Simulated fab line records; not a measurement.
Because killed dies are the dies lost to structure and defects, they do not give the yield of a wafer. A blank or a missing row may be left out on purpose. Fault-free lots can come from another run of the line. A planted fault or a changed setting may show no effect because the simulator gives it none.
fab line records	flow n5-finfet
record lots=5	wafers=15	last-day=17
route steps=1938 shown MOL_CONTACT_COAG@574 BEOL_M4@1111 PASSIVATION@1936
lots untouched by any fault: they come from a run of this same line in which no faults occurred
start-h: hours from the record's first day to the start of the lot's first wafer shown	wait-h: how many hours have passed since the lot's step before this one	" same as the row above	L1.1+2: a single row standing in for several wafers	- no value present, or no start provided	* or withheld: withheld	< > ~ a bound
route shown NAME@n: names a module that has steps shown in the file, with the first one's number in the route	usual: mean and standard deviation over wafers with no fault	same: alike in all rows	chamber/n: place in a boat	sites: readings site by site	_std_site: the standard deviation of these	_edge_site: mean of outer sites minus mean of inner sites	radius-mm: for every site, how far away it sits from the centre of the wafer	mask NAME#n: copy n	behind: tool/chamber where the wafer was last shaped	hold: what put the lot on hold/how long, in hours/how the hold closed	device: the transistor (n, p or np) that didn't switch	end of line: the same wafers' tests at the end of the route	where a step has no rows: the recipe by itself	killed: dies lost to structure and defects at the first sort, not the wafer's yield	map: a wafer's dies, x killed, . not, _ none there
set.NAME: setting as actually run; set.NAME@STEP: the setting as run at that earlier step	model.NAME: the simulator's own value behind a step, which no gauge read
lots at selected steps of the route; one table per step, one row per wafer
services: a tool's chamber out of use, with start hour (start-h, from the record's first day; less than 0 if before it), hours out, and reason
## steps
# step N5_MOL_CONTACT_COAG_OVL_MEAS_85
# recipe points-per-wafer=522
# usual VG_OVL=0.3/0.64
lot.wafer	tool	chamber	start-h	wait-h	VG_OVL[nm]
L181.3	overlay-02	0	118.46	0.0	-0.1
L181.5	"	0	"	"	0.8
L181.6	"	0	"	"	1.9
L185.1	overlay-01	0	143.12	0.0	-0.4
L185.2	"	0	"	"	0.5
L185.4	"	0	"	"	-0.5
L188.1	overlay-01	0	165.28	0.0	0.9
L188.2	"	0	"	"	1.4
L188.3	"	0	"	"	0.6
L194.1	overlay-01	0	197.68	0.0	0.1
L194.2	"	0	"	"	1.1
L194.6	"	0	"	"	0.1
L198.2	overlay-01	0	225.53	0.0	0.3
L198.3	"	0	"	"	-0.3
L198.5	"	0	"	"	1.0
# step N5_MOL_CONTACT_COAG_INSPECT_57
# recipe mode=adi	inspect-instrument=brightfield
# usual raw-defect-count=197/61
lot.wafer	tool	chamber	start-h	wait-h	raw-defect-count
L181.3	defect-inspect-02	-	118.51	0.0	157
L181.5	"	-	"	"	85
L181.6	"	-	"	"	130
L185.1	defect-inspect-02	-	143.18	0.1	171
L185.2	"	-	"	"	221
L185.4	"	-	"	"	207
L188.1	defect-inspect-02	-	165.34	0.1	125
L188.2	"	-	"	"	164
L188.3	"	-	"	"	193
L194.1	defect-inspect-02	-	197.74	0.1	226
L194.2	"	-	"	"	219
L194.6	"	-	"	"	143
L198.2	defect-inspect-01	-	225.59	0.0	277
L198.3	"	-	"	"	186
L198.5	"	-	"	"	217
# step N5_MOL_CONTACT_COAG_DESCUM_88
# recipe chemistry=O2	time-s=7	source-power-w=50	bias-power-w=20	pressure-mtorr=20	rf-frequency-hz=2.712e+07	temp-c=40	resist=CAR-EUV	o2-flow-sccm=225
# usual bias-power-w=19.99/0.062	drypump-motor-current-A=5.8/0.47	oes-product-au=0.79/0.083	rf-vpp-V=244.1/1.2	showerhead-plenum-p-Torr=2.15/0.055	throttle-valve-pct=20.36/0.18
lot.wafer	tool	chamber	start-h	wait-h	bias-power-w	drypump-motor-current-A	oes-product-au	rf-hours-counter-h	rf-vpp-V	showerhead-plenum-p-Torr	throttle-valve-pct
L181.3	rie-diel-04	3	118.54	0.0	20.02	4.9	0.85	71	241.3	2.01	20.35
L181.5	"	3	"	"	19.98	4.9	0.85	-	241.2	2.02	20.35
L181.6	"	1	"	"	19.96	5.7	0.80	-	243.3	2.10	20.21
L185.1	rie-diel-05	0	143.32	0.1	19.98	5.6	0.78	151	245.2	2.19	20.44
L185.2	"	2	"	"	19.96	5.9	0.74	201	244.5	2.18	20.28
L185.4	"	1	"	"	19.98	6.1	0.70	-	246.9	2.18	20.57
L188.1	rie-diel-05	2	165.54	0.2	20.06	5.9	0.73	209	244.2	2.18	20.31
L188.2	"	1	"	"	20.13	6.0	0.70	194	245.4	2.18	20.57
L188.3	"	0	"	"	20.03	5.6	0.76	159	244.6	2.19	20.44
L194.1	rie-diel-01	0	197.77	0.0	19.97	5.5	0.68	247	242.3	2.13	20.38
L194.2	"	3	"	"	20.05	5.8	0.87	45	244.7	2.12	20.61
L194.6	"	3	"	"	20.05	5.8	0.86	-	244.0	2.12	20.61
L198.2	rie-diel-01	1	225.88	0.3	20.05	6.0	0.76	154	244.1	2.19	20.35
L198.3	"	2	"	"	20.02	5.8	1.00	4	244.4	2.13	19.83
L198.5	"	1	"	"	20.02	6.0	0.76	-	245.9	2.19	20.39
# step N5_MOL_CONTACT_COAG_ETCH_89
# recipe chemistry=N2/H2	target=underlayer	target-depth-a=130	mask-material=CAR-EUV	time-s=10.4	ion-energy-ev=200	pressure-mtorr=30	source-w=840	bias-w=150	n2-flow-sccm=200	h2-flow-sccm=200	ends=cleared
# usual drypump-motor-current-A=5.8/0.48	etch-rf-on-time-s=10.48/0.21	oes-product-au=0.66/0.071	rf-vpp-V=525.7/2	showerhead-plenum-p-Torr=2.61/0.059	throttle-valve-pct=17.75/0.22
lot.wafer	tool	chamber	start-h	wait-h	drypump-motor-current-A	etch-rf-on-time-s	oes-product-au	rf-hours-counter-h	rf-vpp-V	showerhead-plenum-p-Torr	throttle-valve-pct
L181.3	rie-diel-04	3	118.58	0.0	4.9	10.28	0.72	71	521.1	2.46	17.90
L181.5	"	3	"	"	4.9	10.32	0.72	-	521.0	2.46	17.90
L181.6	"	1	"	"	5.6	10.45	0.67	-	524.2	2.55	17.54
L185.1	rie-diel-05	0	143.35	0.0	5.6	10.50	0.65	151	527.0	2.66	17.85
L185.2	"	2	"	"	5.9	10.37	0.62	201	526.3	2.62	17.49
L185.4	"	1	"	"	6.0	10.76	0.58	-	528.0	2.64	17.92
L188.1	rie-diel-05	2	165.58	0.0	5.9	10.57	0.61	209	525.8	2.62	17.50
L188.2	"	1	"	"	6.1	10.90	0.58	194	526.4	2.63	17.93
L188.3	"	0	"	"	5.6	10.69	0.65	159	527.0	2.65	17.85
L194.1	rie-diel-01	0	197.81	0.0	5.5	10.59	0.58	247	525.3	2.59	17.78
L194.2	"	3	"	"	5.8	10.23	0.75	45	525.4	2.58	18.06
L194.6	"	3	"	"	5.7	10.16	0.76	-	524.6	2.58	18.05
L198.2	rie-diel-01	1	225.92	0.0	6.1	10.57	0.63	154	526.6	2.66	17.78
L198.3	"	2	"	"	5.8	10.53	0.83	4	525.6	2.61	17.36
L198.5	"	1	"	"	6.1	10.58	0.63	-	526.8	2.66	17.80
# step N5_MOL_CONTACT_COAG_ETCH_90
# recipe chemistry=CF4	target=SiARC	target-depth-a=130	mask-material=CAR-EUV	time-s=21.7	ion-energy-ev=80	pressure-mtorr=40	source-w=545	bias-w=36	Ar_flow_sccm=100	cf4-flow-sccm=100	ends=cleared
# usual drypump-motor-current-A=5.8/0.47	etch-rf-on-time-s=21.9/0.44	oes-product-au=0.66/0.07	rf-vpp-V=184.8/1.1	showerhead-plenum-p-Torr=2.19/0.044	throttle-valve-pct=15.54/0.18
lot.wafer	tool	chamber	start-h	wait-h	drypump-motor-current-A	etch-rf-on-time-s	oes-product-au	rf-hours-counter-h	rf-vpp-V	showerhead-plenum-p-Torr	throttle-valve-pct
L181.3	rie-diel-04	3	118.60	0.0	4.9	21.4	0.73	71	183.2	2.09	15.63
L181.5	"	3	"	"	4.9	21.5	0.72	-	181.9	2.09	15.63
L181.6	"	1	"	"	5.7	21.5	0.67	-	184.7	2.16	15.42
L185.1	rie-diel-05	0	143.37	0.0	5.5	22.0	0.65	151	185.5	2.22	15.59
L185.2	"	2	"	"	5.9	22.1	0.62	201	184.8	2.21	15.39
L185.4	"	1	"	"	6.1	22.4	0.59	-	184.3	2.22	15.74
L188.1	rie-diel-05	2	165.60	0.0	5.9	22.1	0.62	209	184.2	2.21	15.40
L188.2	"	1	"	"	6.0	22.5	0.58	194	184.8	2.21	15.76
L188.3	"	0	"	"	5.5	21.9	0.65	159	184.0	2.22	15.60
L194.1	rie-diel-01	0	197.83	0.0	5.5	21.9	0.58	247	183.8	2.19	15.76
L194.2	"	3	"	"	5.7	21.4	0.73	45	184.8	2.17	15.68
L194.6	"	3	"	"	5.7	21.5	0.74	-	184.5	2.17	15.69
L198.2	rie-diel-01	1	225.94	0.0	6.0	22.2	0.63	154	185.0	2.22	15.48
L198.3	"	2	"	"	5.8	21.9	0.83	4	184.0	2.18	15.02
L198.5	"	1	"	"	6.0	22.0	0.63	-	184.2	2.22	15.45
# step N5_MOL_CONTACT_COAG_ALD_131
# recipe material=SiO2	target-thk-a=50	temp-c=100	ald-precursor-family=BDEAS	ald-co-reactant=O2-plasma	pulse-time-s=1	co-reactant-pulse-time-s=1	purge-time-s=2	co-reactant-purge-time-s=2	ald-cycles=35	pressure-torr=2
# usual heater-power-w=77/5.2	precursor-pulse-height-rel=1.000/0.02
# same co-reactant-pulse-time-s=1	co-reactant-purge-time-s=2
lot.wafer	tool	chamber	start-h	wait-h	heater-power-w	precursor-pulse-height-rel
L181.3	ald-sin-01	0	118.68	0.1	79	1.007
L181.5	"	1	"	"	78	1.009
L181.6	"	2	"	"	83	1.009
L185.1	ald-sin-03	1	143.45	0.1	71	1.003
L185.2	"	3	"	"	79	0.990
L185.4	"	3	"	"	79	1.016
L188.1	ald-sin-02	2	165.68	0.1	73	1.001
L188.2	"	3	"	"	75	0.968
L188.3	"	0	"	"	80	1.017
L194.1	ald-sin-02	3	198.30	0.4	76	1.004
L194.2	"	0	"	"	81	0.991
L194.6	"	2	"	"	71	1.020
L198.2	ald-sin-01	1	226.02	0.1	74	0.965
L198.3	"	0	"	"	79	0.990
L198.5	"	1	"	"	75	1.001
# step N5_MOL_CONTACT_COAG_ETCHBACK_132
# recipe chemistry=CHF3	target=SiO2	target-depth-a=100	time-s=6.7	ion-energy-ev=200	pressure-mtorr=30	source-w=610	bias-w=170	Ar_flow_sccm=200	CHF3_flow_sccm=50
# usual drypump-motor-current-A=5.8/0.47	oes-product-au=0.78/0.085	rf-vpp-V=532/9.2	showerhead-plenum-p-Torr=2.44/0.047	throttle-valve-pct=18.64/0.18
lot.wafer	tool	chamber	start-h	wait-h	drypump-motor-current-A	oes-product-au	rf-hours-counter-h	rf-vpp-V	showerhead-plenum-p-Torr	throttle-valve-pct
L181.3	rie-diel-01	1	118.86	0.1	6.1	0.78	120	548	2.47	18.46
L181.5	"	2	"	"	5.8	0.69	-	535	2.44	18.55
L181.6	"	1	"	"	6.1	0.78	-	549	2.47	18.45
L185.1	rie-diel-05	1	143.71	0.2	6.0	0.69	187	531	2.47	18.85
L185.2	"	2	"	"	5.9	0.73	201	545	2.47	18.56
L185.4	"	1	"	"	6.1	0.69	-	531	2.47	18.85
L188.1	rie-diel-04	3	166.16	0.4	4.9	0.85	86	534	2.31	18.81
L188.2	"	0	"	"	6.7	0.87	52	528	2.50	18.35
L188.3	"	2	"	"	5.0	0.92	14	525	2.43	18.67
L194.1	rie-diel-05	1	198.48	0.1	6.0	0.68	205	531	2.46	18.89
L194.2	"	0	"	"	5.5	0.76	169	526	2.46	18.69
L194.6	"	1	"	"	6.0	0.68	-	530	2.46	18.90
L198.2	rie-diel-01	1	226.20	0.1	6.0	0.75	154	548	2.46	18.51
L198.3	"	0	"	"	5.5	0.67	262	529	2.43	18.81
L198.5	"	2	"	"	5.9	0.97	-	536	2.43	18.20
# step N5_MOL_CONTACT_COAG_ETCH_91
# recipe chemistry=N2/H2	target=SOC	target-depth-a=600	overetch-a=210	mask-material=SiARC	temp-c=40	time-s=101.2	ion-energy-ev=200	pressure-mtorr=30	source-w=840	bias-w=150	n2-flow-sccm=200	h2-flow-sccm=200
# step N5_MOL_CONTACT_COAG_STRIP_92
# recipe chemistry=N2/H2	temp-c=40	n2-flow-sccm=200	h2-flow-sccm=200	rf-frequency-hz=6e+07
# step N5_MOL_CONTACT_COAG_STRIP_93
# recipe chemistry=N2/H2	temp-c=40	n2-flow-sccm=200	h2-flow-sccm=200	rf-frequency-hz=6e+07
# step N5_MOL_CONTACT_COAG_ETCHBACK_135
# recipe chemistry=CHF3	target=SiO2	target-depth-a=250	time-s=16.7	ion-energy-ev=200	pressure-mtorr=30	source-w=610	bias-w=170	Ar_flow_sccm=200	CHF3_flow_sccm=50
# step N5_MOL_CONTACT_COAG_STRIP_118
# recipe chemistry=CHF3	resist=SiARC	rf-frequency-hz=6e+07
# step N5_MOL_CONTACT_COAG_VIA_ETCH_46
# recipe chemistry=C4F6/O2	target-depth-a=460	overetch-a=92	mask-material=SOC	target=SiO2	bias-w=455	pressure-mtorr=10	time-s=40	source-w=325	Ar_flow_sccm=300	C4F6_flow_sccm=10	O2_flow_sccm=10	ion-energy-ev=575.3	ends=end-point
# usual drypump-motor-current-A=5.8/0.47	oes-product-au=0.70/0.072	rf-vpp-V=1609/26	showerhead-plenum-p-Torr=2.91/0.056	throttle-valve-pct=40.8/0.41
lot.wafer	tool	chamber	start-h	wait-h	drypump-motor-current-A	oes-product-au	rf-hours-counter-h	rf-vpp-V	showerhead-plenum-p-Torr	throttle-valve-pct	model.SOC_of_MOL_CONTACT_COAG_COAT_75.thk-nm
L181.3	rie-diel-01	1	119.01	0.0	6.0	0.69	120	1658	2.95	40.7	50.4
L181.5	"	2	"	"	5.9	0.62	-	1622	2.91	40.2	50.8
L181.6	"	1	"	"	6.1	0.70	-	1656	2.95	40.7	50.4
L185.1	rie-diel-05	1	143.87	0.0	6.1	0.63	187	1608	2.94	40.6	50.8
L185.2	"	2	"	"	5.9	0.65	201	1649	2.96	41.1	50.8
L185.4	"	1	"	"	6.0	0.63	-	1608	2.94	40.7	50.6
L188.1	rie-diel-04	3	166.31	0.0	4.9	0.73	86	1615	2.76	41.2	50.8
L188.2	"	0	"	"	6.7	0.75	52	1596	2.98	40.6	50.6
L188.3	"	2	"	"	5.0	0.84	14	1587	2.89	40.8	51.2
L194.1	rie-diel-05	1	198.64	0.0	6.0	0.61	206	1609	2.93	40.7	50.8
L194.2	"	0	"	"	5.6	0.67	169	1592	2.93	40.2	51
L194.6	"	1	"	"	6.1	0.61	-	1607	2.93	40.7	51
L198.2	rie-diel-01	1	226.36	0.0	6.0	0.68	154	1655	2.94	40.8	50.8
L198.3	"	0	"	"	5.5	0.61	262	1601	2.89	40.6	51.2
L198.5	"	2	"	"	5.8	0.87	-	1622	2.89	40.3	50.6
# step N5_MOL_CONTACT_COAG_STRIP_96
# recipe chemistry=N2/H2	power-w=500	temp-c=40	pressure-mtorr=50	rf-frequency-hz=6e+07	overash-fraction=0.3	bias-power-w=28	h2-frac=0.5	n2-flow-sccm=300	h2-flow-sccm=300
# step N5_BEOL_M4_RC_MEAS_101
# usual DIBL_N=36.1/1.7	DIBL_P=35.9/2.1	IOFF_N=0.154/0.029	IOFF_P=0.21/0.035	ION_N=673/10	ION_P=463/7.5	SS_N=71.6/0.59	SS_P=73.2/0.69	VT_N=250.5/2.9	VT_P=-250/3.2
lot.wafer	tool	chamber	start-h	wait-h	DIBL_N[mV/V]	DIBL_P[mV/V]	IOFF_N[nA/um]	IOFF_P[nA/um]	ION_N[uA/um]	ION_P[uA/um]	SS_N[mV/dec]	SS_P[mV/dec]	VT_N[mV]	VT_P[mV]
L181.3	prober-01	0	200.20	0.3	37.2	38.4	0.183	0.26	696	481	71.9	74.0	247.0	-249
L181.5	"	0	"	"	38.1	39.4	0.205	0.28	697	472	71.4	74.6	243.6	-247
L181.6	"	0	"	"	37.3	37.8	0.173	0.24	681	469	71.4	73.5	248.7	-249
L185.1	prober-01	0	224.10	0.0	36.9	36.7	0.150	0.22	662	461	70.9	73.3	250.8	-245
L185.2	"	0	"	"	38.3	38.8	0.176	0.25	679	469	72.2	74.1	248.9	-245
L185.4	"	0	"	"	37.7	36.7	0.155	0.21	668	463	72.1	73.9	249.5	-249
L188.1	prober-02	0	252.32	0.0	32.2	32.1	0.111	0.18	662	463	70.8	72.2	254.5	-250
L188.2	"	0	"	"	32.6	32.9	0.118	0.19	665	465	70.9	72.4	253.3	-250
L188.3	"	0	"	"	30.1	28.6	0.084	0.14	651	453	70.6	71.7	258.1	-254
L194.1	prober-02	0	272.46	0.0	37.7	39.3	0.179	0.31	675	481	72.1	73.6	249.5	-241
L194.2	"	0	"	"	34.8	34.1	0.124	0.21	662	465	71.3	72.7	253.2	-247
L194.6	"	0	"	"	35.2	35.4	0.127	0.22	661	467	71.1	72.8	252.4	-244
L198.2	prober-02	0	302.80	0.2	34.7	34.1	0.140	0.20	665	459	71.1	72.3	250.7	-251
L198.3	"	0	"	"	34.0	33.8	0.132	0.20	663	467	71.5	72.4	253.5	-248
L198.5	"	0	"	"	32.3	32.1	0.120	0.19	676	475	70.9	72.4	250.4	-252
# step N5_PASSIVATION_PROBE_49
# usual defect-limited-yield=91.3/1.4	killed_at_M0_to_M3=34/9.2	killed_at_M4_up=13/5.3	killed-at-contacts=12/6	killed-at-front-end=39/12	killed-at-other=4/3.3	killed-dies=102/17	killed-open=67/12	killed-short=34/7.4	sort_bin_5_function=5.1/1	sort_bin_6_memory=3.2/0.6	sort_bin_8_speed=0.00/0.007	sort-n-pass=1078/17	sort-yield-pct=91.3/1.4
# same gross-dies=1180	killed-at-back-side=0	sort_bin_4_leakage[%]=0
lot.wafer	tool	chamber	start-h	wait-h	defect-limited-yield[%]	killed_at_M0_to_M3	killed_at_M4_up	killed-at-contacts	killed-at-front-end	killed-at-other	killed-dies	killed-open	killed-short	sort_bin_5_function[%]	sort_bin_6_memory[%]	sort_bin_8_speed[%]	sort-n-pass	sort-yield-pct[%]
L181.3	prober-02	-	298.40	0.1	92.6	25	15	10	35	2	87	59	26	4.4	2.9	0	1093	92.6
L181.5	prober-02	-	298.50	0.2	92.8	31	11	5	32	6	85	53	32	4.1	2.9	0	1095	92.8
L181.6	prober-02	-	298.55	0.3	91.9	35	11	10	37	2	95	61	32	5.2	2.6	0	1085	91.9
L185.1	prober-02	-	321.96	0.0	92.8	28	4	8	41	4	85	52	30	3.5	3.2	0	1095	92.8
L185.2	prober-02	-	322.01	0.1	95.0	15	3	7	30	4	59	36	23	3.1	1.9	0	1121	95.0
L185.4	prober-02	-	322.11	0.2	93.1	21	14	6	32	8	81	52	28	4.2	2.2	0	1099	93.1
L194.1	prober-02	-	379.85	0.0	92.2	29	8	13	39	3	92	58	34	4.4	3.1	0	1088	92.2
L194.2	prober-02	-	379.90	0.1	91.6	19	15	25	39	1	99	69	30	4.1	4.2	0	1081	91.6
L194.6	prober-02	-	380.10	0.3	89.9	27	22	14	55	1	119	65	47	6.0	3.2	0	1061	89.9
L198.2	prober-01	-	411.40	0.1	91.9	25	15	4	38	13	95	62	31	4.3	3.6	0	1085	91.9
L198.3	prober-01	-	411.45	0.1	92.1	45	16	10	18	4	93	63	29	4.9	2.7	0	1087	92.1
L198.5	prober-01	-	411.55	0.2	89.6	37	14	14	50	8	123	71	52	4.6	5.2	0	1057	89.6
# killed by level:class
L181.3 STI_FIN_REVEAL:geometric-particle:open=12 FIN_SAQP:geometric-particle:short=8 MOL_CONTACT_COAG:geometric-particle:open=8 FIN_SAQP:geometric-particle:open=7 BEOL_M0_SAQP:geometric-particle:short=6 BEOL_M3:geometric-particle:open=5 BEOL_M5:geometric-particle:open=4 BEOL_M1:geometric-particle:open=4
L181.5 BEOL_M0_SAQP:geometric-particle:short=11 BEOL_M0_SAQP:geometric-particle:open=8 STI_FIN_REVEAL:geometric-particle:open=6 BEOL_M1:geometric-particle:open=6 DUMMY_GATE:geometric-particle:open=5 FIN_SAQP:geometric-particle:short=4 STI_FIN_REVEAL:geometric-particle:short=4 BEOL_M5:geometric-particle:open=4
L181.6 BEOL_M0_SAQP:geometric-particle:open=12 FIN_SAQP:geometric-particle:short=9 BEOL_M0_SAQP:geometric-particle:short=9 BEOL_M1:geometric-particle:open=8 MOL_CONTACT_COAG:geometric-particle:open=8 FIN_SAQP:geometric-particle:open=5 ILD0:geometric-particle:open=4 GATE_CUT:geometric-particle:short=4
L185.1 BEOL_M0_SAQP:geometric-particle:short=7 FIN_SAQP:geometric-particle:open=6 STI_FIN_REVEAL:geometric-particle:open=6 MOL_CONTACT_COAG:geometric-particle:open=6 FIN_SAQP:geometric-particle:short=5 DUMMY_GATE:geometric-particle:open=5 BEOL_M0_SAQP:geometric-particle:open=5 BEOL_M2:geometric-particle:open=5
L185.2 MOL_CONTACT_COAG:geometric-particle:open=6 DUMMY_GATE:geometric-particle:open=5 STI_FIN_REVEAL:geometric-particle:open=3 DUMMY_GATE:geometric-particle:short=3 GATE_CUT:geometric-particle:open=3 BEOL_M1:geometric-particle:open=3 STARTING-WAFER:geometric-particle:short=3 FIN_CUT:geometric-particle:open=2
L185.4 FIN_SAQP:geometric-particle:short=6 STI_FIN_REVEAL:geometric-particle:open=6 BEOL_M2:geometric-particle:open=5 FIN_SAQP:geometric-particle:open=4 MOL_CONTACT_COAG:geometric-particle:open=4 BEOL_M0_SAQP:geometric-particle:open=4 BEOL_M0_SAQP:geometric-particle:short=4 BEOL_M8:geometric-particle:open=4
L194.1 FIN_SAQP:geometric-particle:open=12 FIN_SAQP:geometric-particle:short=9 MOL_CONTACT_COAG:geometric-particle:open=9 BEOL_M2:geometric-particle:open=9 DUMMY_GATE:geometric-particle:open=6 BEOL_M2:geometric-particle:short=6 GATE_CUT:geometric-particle:short=4 MOL_CONTACT_COAG:geometric-particle:short=4
L194.2 MOL_CONTACT_COAG:geometric-particle:open=23 FIN_SAQP:geometric-particle:short=11 FIN_SAQP:geometric-particle:open=8 BEOL_M2:geometric-particle:open=8 STI_FIN_REVEAL:geometric-particle:open=6 BEOL_M4:geometric-particle:open=4 DUMMY_GATE:geometric-particle:open=3 GATE_CUT:geometric-particle:short=3
L194.6 FIN_SAQP:geometric-particle:short=12 FIN_SAQP:geometric-particle:open=11 MOL_CONTACT_COAG:geometric-particle:open=9 BEOL_M2:geometric-particle:open=8 DUMMY_GATE:geometric-particle:open=8 BEOL_M5:geometric-particle:open=6 HKMG_FIN:area-etch=6 MOL_CONTACT_COAG:geometric-particle:short=5
L198.2 BEOL_M0_SAQP:geometric-particle:open=8 GATE_CUT:geometric-particle:short=7 FIN_SAQP:geometric-particle:open=6 DUMMY_GATE:geometric-particle:open=6 GATE_CUT:geometric-particle:open=5 BEOL_M0_SAQP:geometric-particle:short=5 BEOL_M6:geometric-particle:open=5 ILD0:geometric-particle:open=4
L198.3 BEOL_M0_SAQP:geometric-particle:short=10 MOL_CONTACT_COAG:geometric-particle:open=9 FIN_SAQP:geometric-particle:open=8 BEOL_M1:geometric-particle:open=8 BEOL_M0_SAQP:geometric-particle:open=7 BEOL_M0:geometric-particle:open=6 BEOL_M4:geometric-particle:open=5 BEOL_M2:geometric-particle:open=4
L198.5 FIN_SAQP:geometric-particle:open=10 FIN_SAQP:geometric-particle:short=10 MOL_CONTACT_COAG:geometric-particle:open=9 BEOL_M0_SAQP:geometric-particle:short=9 BEOL_M0_SAQP:geometric-particle:open=7 BEOL_M1:geometric-particle:open=6 BEOL_M3:geometric-particle:open=6 MOL_CONTACT_COAG:geometric-particle:short=5
## services
tool	chamber	start-h	hours	kind
ald-sin-02	0	100.04	-	clean
ald-sin-02	1	100.04	-	clean
ald-sin-02	2	100.04	-	clean
ald-sin-02	3	100.04	-	clean
rie-diel-04	2	110.55	-	clean
rie-diel-04	2	110.55	-	consumable-replace:focus-ring
rie-diel-04	2	110.55	21.2	scheduled-down
rie-diel-04	2	110.55	21.2	vent-cycle
rie-diel-04	-	119.05	14.6	pm
rie-diel-01	-	122.14	14.6	pm
rie-diel-05	3	143.24	5.5	repair
rie-diel-05	-	156.81	0.4	repair
rie-diel-04	1	158.29	13.6	repair
ald-sin-01	-	168.65	6.0	pm
rie-diel-01	1	172.75	9.3	repair
ald-sin-01	-	177.39	14.0	pm
ald-sin-01	0	177.39	14.0	vent-cycle
ald-sin-01	1	177.39	14.0	vent-cycle
ald-sin-03	-	179.88	2.8	pm
rie-diel-05	2	195.63	4.7	repair
rie-diel-01	2	202.29	-	clean
rie-diel-01	2	202.29	-	consumable-replace:focus-ring
rie-diel-01	2	202.29	15.4	scheduled-down
rie-diel-01	2	202.29	15.4	vent-cycle
## key
first-sign none at tools or gauges
model-effect step=N5_MOL_CONTACT_COAG_VIA_ETCH_46	value=SOC_of_MOL_CONTACT_COAG_COAT_75.thk-nm	without=50.6	struck=51
met-at N5_MOL_CONTACT_COAG_VIA_ETCH_46
struck-wafers L198.2,L198.3
onset-between 119.01 226.36
fault kind=process-parameter-drift	tool=rie-diel-01	chamber=-	onset-h=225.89	steps=N5_MOL_CONTACT_COAG_VIA_ETCH_46	channel=target-depth-a	offset=-18.241	shape=step	end-h=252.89	scope=struck-wafers-only	acts-in=these-recipes-only	stated=460
